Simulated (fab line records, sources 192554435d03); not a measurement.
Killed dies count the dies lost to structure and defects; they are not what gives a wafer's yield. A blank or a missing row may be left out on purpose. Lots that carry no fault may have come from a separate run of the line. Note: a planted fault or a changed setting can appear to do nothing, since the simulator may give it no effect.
Matching of chambers :: flow n5-finfet :: N5_GATE_CUT_CMP_43 on cmp-03: 4 sister chambers
The step polishes SiO2. 14 wafers are shown with their chamber, then 7 later ones without.

WAFERS WITH THEIR CHAMBER
wafer: L076.3
chamber: 1
motor-current-A (A): 13.3

wafer: L076.5
chamber: 2
motor-current-A (A): 13.4

wafer: L076.6
chamber: 1
motor-current-A (A): 13.6

wafer: L077.2
chamber: 2
motor-current-A (A): 13.3

wafer: L077.3
chamber: 0
motor-current-A (A): 12.8

wafer: L077.4
chamber: 1
motor-current-A (A): 12.8

wafer: L079.1
chamber: 1
motor-current-A (A): 13.8

wafer: L079.4
chamber: 0
motor-current-A (A): 12.9

wafer: L079.6
chamber: 0
motor-current-A (A): 11.5

wafer: L081.3
chamber: 2
motor-current-A (A): 13.2

wafer: L081.5
chamber: 3
motor-current-A (A): 12.5

wafer: L081.6
chamber: 0
motor-current-A (A): 12.2

wafer: L082.1
chamber: 2
motor-current-A (A): 13.0

wafer: L082.4
chamber: 0
motor-current-A (A): 12.3

SIGNATURES (averages over the wafers above)
reading: motor-current-A
chamber 0: 12.340
chamber 1: 13.375
chamber 2: 13.225
chamber 3: 12.500
scatter within a chamber: 0.437
Rule: a wafer's distance from a chamber is the root of the sum, over the readings, of the square of ((its reading less the chamber's mean) divided by the reading's scatter). The wafer belongs to the nearest chamber; if the next one is less than 2 further off, it can't be placed. The scatter: take each reading less its chamber's mean, square it, sum over the shown wafers, divide by the number of wafers less the number of chambers, and take the root.

WAFERS WHOSE CHAMBER IS MISSING
wafer: L082.6
motor-current-A (A): 13.7

wafer: L083.1
motor-current-A (A): 13.7

wafer: L083.4
motor-current-A (A): 12.3

wafer: L083.5
motor-current-A (A): 12.8

wafer: L090.2
motor-current-A (A): 12.5

wafer: L090.3
motor-current-A (A): 12.5

wafer: L090.6
motor-current-A (A): 13.2

EACH ONE'S CHAMBER
wafer: L082.6
from the rows above: can't be placed: 1 or 2
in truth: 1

wafer: L083.1
from the rows above: can't be placed: 1 or 2
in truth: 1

wafer: L083.4
from the rows above: can't be placed: 0 or 3
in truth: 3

wafer: L083.5
from the rows above: can't be placed: 3 or 2 or 0 or 1
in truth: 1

wafer: L090.2
from the rows above: can't be placed: 3 or 0 or 2
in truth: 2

wafer: L090.3
from the rows above: can't be placed: 3 or 0 or 2
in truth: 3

wafer: L090.6
from the rows above: can't be placed: 2 or 1 or 3 or 0
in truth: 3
Placed correctly: 0 of 7. Unplaceable from these rows: 7, with the true chamber sitting among the candidates in 7. 0 placed wrongly.
